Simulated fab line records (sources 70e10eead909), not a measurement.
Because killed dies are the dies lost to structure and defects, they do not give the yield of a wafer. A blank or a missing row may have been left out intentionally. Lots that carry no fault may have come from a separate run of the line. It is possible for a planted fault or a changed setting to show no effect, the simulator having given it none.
fab line records	flow nandHarc
record lots=13	wafers=39	lastDay=32
route steps=1302 shown A_ZERO_WELL@405 A_ONON_D1@433 END@1302
lots untouched by any fault: they come from a run of this same line in which no faults occurred
startH: hours from the record's first day to the start of the lot's first wafer shown	waitH: hours since the lot's step before	" identical to the entry in the row above	L1.1+2: a row that stands for several wafers	- no value, or no start was given	* or withheld: withheld	< > ~ a bound
route shown NAME@n: NAME is a module with steps in the file, n the number in the route of the first one	usual: mean/standard deviation of fault-free wafers	same: alike in all rows	chamber/n: place in a boat	sites: per-site readings	_std_site: standard deviation of those values	_edge_site: mean of outer sites minus mean of inner sites	radiusMm: how far each site lies from the wafer's centre	mask NAME#n: copy n	behind: the most recent tool/chamber to have shaped the wafer	hold: reason for holding the lot/hours on hold/outcome of the hold	device: whichever transistor did not switch (one of n, p or np)	end of line: the same wafers' tests at the end of the route	step lacking rows: just its recipe	killed: not the wafer's yield, but the dies lost to structure and defects at the first sort	map: dies across one wafer; x = killed, . = not, _ = none there
set.NAME: the setting as run; set.NAME@STEP: as run at that earlier step	model.NAME: the simulator's own value behind a step, which no gauge read
the route's steps for a sample of lots (tables are steps, rows are wafers)
services: from which hour (startH, from the record's first day; less than 0 if before it) a tool's chamber was out of use, for how many hours, and why
## steps
# step NHARC_A_ZERO_WELL_ETCH_13
# recipe targetDepthA=1200	timeS=40.1	hbrFlowSccm=150	cl2FlowSccm=50	rfW=400	icpW=400	biasW=100	chemistry=HBr/Cl2
# usual drypumpMotorCurrentA=5.6/0.37	oesProductAu=1.000/0.014	throttleValvePct=26.406/0.0079
lot.wafer	tool	chamber	startH	waitH	drypumpMotorCurrentA	oesProductAu	rfHoursCounterH	throttleValvePct
L720.1	rieSi-06	1	141.97	-	4.8	1.023	0.46	26.411
L720.2	"	3	"	"	5.9	0.982	0.44	26.403
L720.5	"	1	"	"	4.8	1.020	-	26.402
L722.2	rieSi-06	0	158.51	-	6.2	1.011	0.48	26.421
L722.5	"	1	"	"	4.8	1.010	-	26.400
L722.6	"	2	"	"	5.4	1.008	-	26.400
L723.2	rieSi-02	0	164.51	-	5.7	0.989	0.29	26.410
L723.1	"	1	"	"	5.7	1.000	0.40	26.419
L723.4	"	2	"	"	5.7	1.016	0.44	26.418
L724.3	rieSi-02	2	179.95	-	5.7	1.007	0.55	26.403
L724.4	"	0	"	"	5.7	0.983	0.38	26.398
L724.6	"	2	"	"	5.7	1.009	-	26.402
L725.1	rieSi-06	1	193.02	-	4.8	1.020	0.74	26.417
L725.2	"	2	"	"	5.4	1.016	0.69	26.399
L725.6	"	2	"	"	5.4	1.010	-	26.410
L726.4	rieSi-02	1	194.24	-	5.7	0.997	0.53	26.406
L726.1	"	3	"	"	5.9	0.989	0.53	26.402
L726.6	"	0	"	"	5.7	0.984	-	26.391
L730.3	rieSi-04	3	236.23	-	5.5	0.992	0.29	26.414
L730.4	"	0	"	"	5.8	0.986	0.26	26.407
L730.2	"	1	"	"	6.3	1.010	0.23	26.399
L733.2	rieSi-02	0	269.54	-	5.7	0.973	0.96	26.395
L733.6	"	0	"	"	5.7	0.970	-	26.411
L733.4	"	2	"	"	5.7	1.017	-	26.418
L735.3	rieSi-02	1	286.48	-	5.7	1.008	0.00	26.410
L735.4	"	0	"	"	5.7	0.980	0.00	26.415
L735.5	"	1	"	"	5.7	1.015	-	26.406
L736.1	rieSi-02	2	297.11	-	5.7	1.006	0.07	26.398
L736.4	"	3	"	"	5.9	0.990	0.07	26.405
L736.6	"	3	"	"	5.9	0.988	-	26.409
L739.2	rieSi-02	1	329.07	-	5.7	1.011	0.25	26.392
L739.3	"	3	"	"	5.9	0.978	0.23	26.416
L739.6	"	0	"	"	5.7	0.988	-	26.403
L741.2	rieSi-06	2	345.82	-	5.4	0.994	0.71	26.420
L741.3	"	3	"	"	5.9	1.023	0.62	26.404
L741.6	"	1	"	"	4.8	1.020	-	26.394
L742.1	rieSi-02	1	360.41	-	5.7	1.005	0.50	26.421
L742.3	"	3	"	"	5.9	1.001	0.41	26.408
L742.6	"	1	"	"	5.7	1.012	-	26.413
# step NHARC_A_ONON_D1_THK_MEAS_14
# recipe thkMeasGauge=ellipsometry
# usual thkNm=1001/13
lot.wafer	tool	chamber	startH	waitH	thkNm
L720.1	filmMetro-01	-	166.74	-	992
L720.2	"	-	"	"	992
L720.5	"	-	"	"	992
L722.2	filmMetro-02	-	182.37	-	1007
L722.5	"	-	"	"	1008
L722.6	"	-	"	"	1008
L723.1	filmMetro-01	-	190.98	-	999
L723.2	"	-	"	"	1000
L723.4	"	-	"	"	998
L724.3	filmMetro-02	-	205.73	-	1012
L724.4	"	-	"	"	1012
L724.6	"	-	"	"	1012
L726.1	filmMetro-01	-	217.36	-	983
L726.4	"	-	"	"	982
L726.6	"	-	"	"	982
L725.1	filmMetro-02	-	217.38	-	1015
L725.2	"	-	"	"	1017
L725.6	"	-	"	"	1016
L730.2	filmMetro-02	-	260.20	-	970
L730.3	"	-	"	"	969
L730.4	"	-	"	"	968
L733.2	filmMetro-02	-	295.86	-	988
L733.4	"	-	"	"	991
L733.6	"	-	"	"	990
L735.3	filmMetro-02	-	310.23	-	995
L735.4	"	-	"	"	996
L735.5	"	-	"	"	997
L736.1	filmMetro-02	-	323.43	-	1001
L736.4	"	-	"	"	1002
L736.6	"	-	"	"	1002
L739.2	filmMetro-02	-	352.95	-	987
L739.3	"	-	"	"	986
L739.6	"	-	"	"	989
L741.2	filmMetro-01	-	369.29	-	1010
L741.3	"	-	"	"	1011
L741.6	"	-	"	"	1010
L742.1	filmMetro-01	-	386.59	-	1017
L742.3	"	-	"	"	1018
L742.6	"	-	"	"	1017
# step NHARC_A_ONON_D1_DEP_16
# recipe targetThkA=10000	n2FlowSccm=2750	n2oFlowSccm=2000	nh3FlowSccm=500	sih4FlowSccm=210	tempC=400
lot.wafer	tool	chamber	startH	waitH
L720.1+2+5	pecvdOnon-01	0	177.32	0.1
L722.2+5+6	pecvdOnon-03	0	189.68	0.1
L723.1+2+4	pecvdOnon-02	0	198.07	0.1
L724.3+4+6	pecvdOnon-02	0	214.20	0.2
L725.1+2+6	pecvdOnon-02	0	224.93	0.1
L726.1+4+6	pecvdOnon-03	0	224.93	0.1
L730.2+3+4	pecvdOnon-01	0	267.58	0.1
L733.2+4+6	pecvdOnon-03	0	303.48	0.1
L735.3+4+5	pecvdOnon-01	0	317.85	0.2
L736.1+4+6	pecvdOnon-01	0	330.71	0.1
L739.2+3+6	pecvdOnon-02	0	363.62	0.1
L741.2+3+6	pecvdOnon-03	0	378.91	0.1
L742.1+3+6	pecvdOnon-02	0	393.85	0.1
# step NHARC_A_ONON_D1_THK_MEAS_18
# recipe thkMeasGauge=ellipsometry
# usual thkNm=994/8.8
lot.wafer	tool	chamber	startH	waitH	thkNm
L720.1	filmMetro-02	-	177.83	-	1004
L720.2	"	-	"	"	1001
L720.5	"	-	"	"	1001
L722.2	filmMetro-01	-	190.14	-	993
L722.5	"	-	"	"	991
L722.6	"	-	"	"	991
L723.1	filmMetro-02	-	198.58	-	996
L723.2	"	-	"	"	994
L723.4	"	-	"	"	997
L724.3	filmMetro-01	-	214.60	-	998
L724.4	"	-	"	"	998
L724.6	"	-	"	"	1000
L726.1	filmMetro-01	-	225.44	-	994
L726.4	"	-	"	"	993
L726.6	"	-	"	"	994
L725.1	filmMetro-02	-	225.45	-	984
L725.2	"	-	"	"	986
L725.6	"	-	"	"	981
L730.2	filmMetro-01	-	268.03	-	986
L730.3	"	-	"	"	985
L730.4	"	-	"	"	987
L733.2	filmMetro-01	-	303.93	-	1006
L733.4	"	-	"	"	1008
L733.6	"	-	"	"	1005
L735.3	filmMetro-02	-	318.24	-	1007
L735.4	"	-	"	"	737
L735.5	"	-	"	"	1006
L736.1	filmMetro-02	-	331.22	-	741
L736.4	"	-	"	"	742
L736.6	"	-	"	"	741
L739.2	filmMetro-01	-	364.07	-	999
L739.3	"	-	"	"	999
L739.6	"	-	"	"	1002
L741.2	filmMetro-01	-	379.35	-	1002
L741.3	"	-	"	"	1003
L741.6	"	-	"	"	999
L742.1	filmMetro-02	-	394.37	-	1001
L742.3	"	-	"	"	1003
L742.6	"	-	"	"	1003
# step NHARC_A_ONON_D1_DEP_33
# recipe targetThkA=2000	tempC=400	pressureTorr=6.5	rfW=900	teosFlowSccm=161.4	flowSccm=2650	targetThkNm=200	gas=O2	material=SiO2
# usual heaterPowerOuterW=310/79	heaterPowerW=567/92	throttleValvePct=15.7/0.49
lot.wafer	tool	chamber	startH	waitH	heaterPowerOuterW	heaterPowerW	sinceWetCleanH	throttleValvePct
L720.2	pecvd-01	2	180.18	0.1	322	591	37	16.2
L720.1	"	1	"	"	296	466	37	15.7
L720.5	"	2	"	"	331	598	-	15.8
L722.2	pecvd-01	1	192.46	0.1	359	539	49	15.7
L722.5	"	1	"	"	368	586	-	16.0
L722.6	"	0	"	"	288	544	-	15.8
L723.1	pecvd-04	0	200.91	0.1	316	554	100	15.0
L723.2	"	1	"	"	462	671	100	15.9
L723.4	"	0	"	"	331	536	-	15.0
L724.3	pecvd-03	0	216.92	0.1	226	472	19	16.2
L724.4	"	1	"	"	195	418	-	15.2
L724.6	"	2	"	"	301	629	-	15.0
L726.1	pecvd-03	1	227.77	0.1	169	378	30	15.6
L726.4	"	1	"	"	174	395	-	15.4
L726.6	"	0	"	"	246	497	-	16.1
L725.1	pecvd-04	0	227.81	0.1	322	575	127	14.9
L725.2	"	2	"	"	254	564	127	16.1
L725.6	"	2	"	"	270	572	-	16.4
L730.2	pecvd-01	2	270.39	0.1	310	582	127	15.9
L730.3	"	0	"	"	346	597	127	15.9
L730.4	"	0	"	"	349	619	-	15.7
L733.2	pecvd-01	2	306.35	0.1	293	562	163	16.0
L733.6	"	1	"	"	385	582	-	15.9
L733.4	"	2	"	"	307	538	-	16.0
L735.3	pecvd-04	0	320.55	0.1	342	548	38	14.8
L735.5	"	0	"	"	352	556	-	14.7
L735.4	"	1	"	"	493	747	-	15.2
L736.1	pecvd-03	0	333.63	0.1	232	492	136	16.3
L736.4	"	1	"	"	241	466	-	15.8
L736.6	"	0	"	"	249	503	-	16.4
L739.3	pecvd-04	2	366.41	0.1	342	722	84	16.8
L739.2	"	0	"	"	358	569	84	14.7
L739.6	"	0	"	"	362	590	-	15.1
L741.2	pecvd-03	0	381.69	0.1	239	483	3	16.2
L741.3	"	2	"	"	310	619	3	15.0
L741.6	"	1	"	"	206	437	-	15.4
L742.3	pecvd-03	0	396.74	0.1	214	446	18	16.1
L742.1	"	1	"	"	130	326	18	15.0
L742.6	"	0	"	"	219	454	-	16.2
# step NHARC_END_SORT_01
# recipe tempC=25
# usual killedAtArray=58/19	killedAtOther=1.1/1.2	killedAtPeriphery=3.8/2.4	killedDies=63/18	killedOpen=3.3/1.8	killedShort=2.2/1.6
# same grossDies=677
lot.wafer	tool	chamber	startH	waitH	killedAtArray	killedAtOther	killedAtPeriphery	killedDies	killedOpen	killedShort
L735.4	prober-01	0	706.88	3.4	82	0	5	87	2	1
# killed by level:class
L735.4 A_CHANNEL_HOLE_D1:chamberFilmFlake=36 A_SLIT:chamberFilmFlake=34 A_STAIRCASE:chamberFilmFlake=4 P_M1:chamberFilmFlake=2 A_SOURCE_PLATE:geometricParticle:short=1 A_CHANNEL_FILL_D1:geometricParticle:open=1 A_M0:geometricParticle:open=1 P_GATE:chamberFilmFlake=1
## services
tool	chamber	startH	hours	kind
pecvd-01	-	130.08	13.0	pm
rieSi-04	-	134.60	0.4	repair
pecvd-03	1	158.90	13.6	repair
rieSi-04	-	165.00	9.0	pm
pecvd-03	-	177.07	1.3	repair
pecvd-01	1	181.38	3.8	repair
pecvd-01	-	182.49	1.7	repair
pecvd-03	-	185.00	13.0	pm
pecvdOnon-02	-	185.00	13.0	pm
rieSi-04	-	185.69	0.7	repair
pecvdOnon-03	-	227.00	13.0	pm
rieSi-06	-	249.00	9.0	pm
rieSi-02	3	267.89	3.8	repair
pecvdOnon-01	-	269.01	13.0	pm
pecvd-04	-	269.35	13.0	pm
rieSi-02	-	277.00	9.0	pm
pecvd-01	-	311.08	13.0	pm
rieSi-02	3	312.40	6.1	repair
pecvd-04	1	328.12	6.0	repair
rieSi-06	0	333.36	11.3	repair
rieSi-06	3	339.46	5.9	repair
rieSi-04	-	342.00	9.0	pm
pecvd-03	-	366.14	13.0	pm
pecvdOnon-02	-	366.19	13.0	pm
## key
firstSign step=NHARC_A_ONON_D1_THK_MEAS_18	reading=thkNm	direction=down	sigmas=29	usual=994	struck=740
effect none on later readings
metAt NHARC_A_ONON_D1_DEP_16
struckLots L735,L736
struckWafers L735.4,L736.1,L736.4,L736.6
sortLeftOut L736.1,L736.4,L736.6
testerLeftOut L735,L736
notActingAt NHARC_A_ZERO_WELL_ETCH_13,NHARC_A_ONON_D1_THK_MEAS_14,NHARC_A_ONON_D1_DEP_33
onsetBetween 267.58 317.85
fault kind=processParameterDrift	tool=pecvdOnon-01	chamber=-	onsetH=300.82	steps=NHARC_A_ONON_D1_DEP_16	channel=targetThkA	offset=*	shape=step	endH=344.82	scope=struckWafersOnly	actsIn=*	stated=*
# testerLeftOut: of these lots the tester's yield and bins aren't shown, on N5 and GAA mostly nor the transistor test; their killed dies are dies lost to structure and defects alone, not to doping, threshold or leakage, so they don't give the yield
# sortLeftOut: the simulated sort isn't trusted on such a fault, so these wafers' sort isn't shown, and their yield isn't known
